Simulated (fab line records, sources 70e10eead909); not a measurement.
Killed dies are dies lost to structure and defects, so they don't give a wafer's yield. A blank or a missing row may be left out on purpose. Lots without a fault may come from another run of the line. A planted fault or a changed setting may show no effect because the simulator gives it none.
Which tool did it? | flow nand_harc | 12 lots, 36 wafers sampled, at 5 steps of a route of 1302

WHAT THE GAUGES READ, wafer by wafer
NHARC_P_CONTACT_CD_MEAS_12: target cd 90 nm.
lot  | measured     | on        | cd_nm (nm)
L075 | day 6 06:14  | cd_sem-02 | 90.6 90.1 90.3
L077 | day 7 02:12  | cd_sem-03 | 90.1 90.3 89.9
L079 | day 8 02:12  | cd_sem-01 | 90.2 90.6 89.8
L081 | day 9 01:42  | cd_sem-02 | 89.7 89.3 89.7
L083 | day 9 15:28  | cd_sem-01 | 89.9 90.1 90.0
L085 | day 10 16:35 | cd_sem-03 | 90.3 90.3 90.0
L087 | day 11 02:33 | cd_sem-02 | 89.7 89.2 90.5
L089 | day 12 02:44 | cd_sem-03 | 90.2 89.7 89.5
L091 | day 13 07:07 | cd_sem-03 | 90.3 89.8 90.7
L093 | day 13 21:34 | cd_sem-02 | 90.2 90.3 90.3
L095 | day 14 17:58 | cd_sem-03 | 89.5 89.5 89.7
L097 | day 15 12:43 | cd_sem-01 | 89.5 89.5 89.7

WHICH TOOL RAN EACH LOT (tool, then ch and the chambers of the sampled wafers, then the start)
lot  | NHARC_P_STI_DESCUM_14              | NHARC_P_GATE_STRIP_101             | NHARC_P_GATE_DESCUM_61             | NHARC_P_GATE_RTA_82
L075 | rie_diel-06 ch 0,2, day 3 05:36    | rie_diel-03 ch 1,2, day 5 21:16    | rie_diel-12 ch 0,1,2, day 5 23:59  | rtp_anneal-02 ch 0, day 6 04:36
L077 | rie_diel-09 ch 0,1,2, day 4 01:57  | rie_diel-03 ch 1,3, day 6 17:10    | rie_diel-12 ch 1,3, day 6 19:52    | rtp_anneal-02 ch 0, day 7 00:23
L079 | rie_diel-06 ch 0,1,3, day 4 21:48  | rie_diel-03 ch 0,3, day 7 17:23    | rie_diel-07 ch 0,1,2, day 7 20:14  | rtp_anneal-02 ch 0, day 8 00:31
L081 | rie_diel-13 ch 0,3, day 5 16:32    | rie_diel-03 ch 0,1, day 8 16:45    | rie_diel-12 ch 0,3, day 8 19:29    | rtp_anneal-02 ch 0, day 8 23:55
L083 | rie_diel-13 ch 0,1,2, day 6 13:56  | rie_diel-12 ch 0,2,3, day 9 06:40  | rie_diel-03 ch 0,3, day 9 09:23    | rtp_anneal-01 ch 0, day 9 13:50
L085 | rie_diel-13 ch 0,1,2, day 7 13:05  | rie_diel-03 ch 1,3, day 10 07:36   | rie_diel-03 ch 1,2, day 10 10:19   | rtp_anneal-01 ch 0, day 10 14:47
L087 | rie_diel-06 ch 0,1,3, day 8 04:50  | rie_diel-07 ch 0,1,3, day 10 17:42 | rie_diel-12 ch 1,2,3, day 10 20:19 | rtp_anneal-02 ch 0, day 11 00:44
L089 | rie_diel-06 ch 0,2,3, day 9 00:47  | rie_diel-12 ch 0,2,3, day 11 17:43 | rie_diel-12 ch 0,1,2, day 11 20:39 | rtp_anneal-01 ch 0, day 12 01:03
L091 | rie_diel-06 ch 1,2, day 9 21:13    | rie_diel-12 ch 1,2,3, day 12 22:09 | rie_diel-12 ch 2,3, day 13 01:01   | rtp_anneal-01 ch 0, day 13 05:21
L093 | rie_diel-13 ch 0,1, day 10 21:53   | rie_diel-03 ch 2,3, day 13 12:46   | rie_diel-07 ch 0,1, day 13 15:31   | rtp_anneal-02 ch 0, day 13 19:50
L095 | rie_diel-06 ch 0,1,2, day 11 12:25 | rie_diel-03 ch 1,2,3, day 14 09:01 | rie_diel-07 ch 0,2,3, day 14 11:46 | rtp_anneal-02 ch 0, day 14 16:11
L097 | rie_diel-06 ch 0,3, day 12 09:29   | rie_diel-03 ch 1,2,3, day 15 03:44 | rie_diel-03 ch 0,2,3, day 15 06:21 | rtp_anneal-01 ch 0, day 15 10:55
- NHARC_P_STI_DESCUM_14: chemistry O2, time 3 s.
- NHARC_P_GATE_STRIP_101: strips in O2, time 20 s.
- NHARC_P_GATE_DESCUM_61: chemistry O2, time 3 s.
- NHARC_P_GATE_RTA_82: time 30 s.

THE ANSWER, worked out from the rows above alone
Rule: what is usual is taken from the lots themselves. Put in order of their means at a reading, lots are off if they are a third of the lots or fewer, leave a main group of 4 or more, and stand apart from it by a gap of 3 or more times the standard deviation of the main group's means; of several such gaps the widest counts. A main group whose means are all the same, to the digits that the tables above print for the reading, isn't used. A lot without any number at a reading at which 4 lots or more have one is off too. The other lots that the step has rows for count as sound.
No lot is off at any reading shown: from this, nothing can be told.

WHAT THE SIMULATOR HAD PUT IN
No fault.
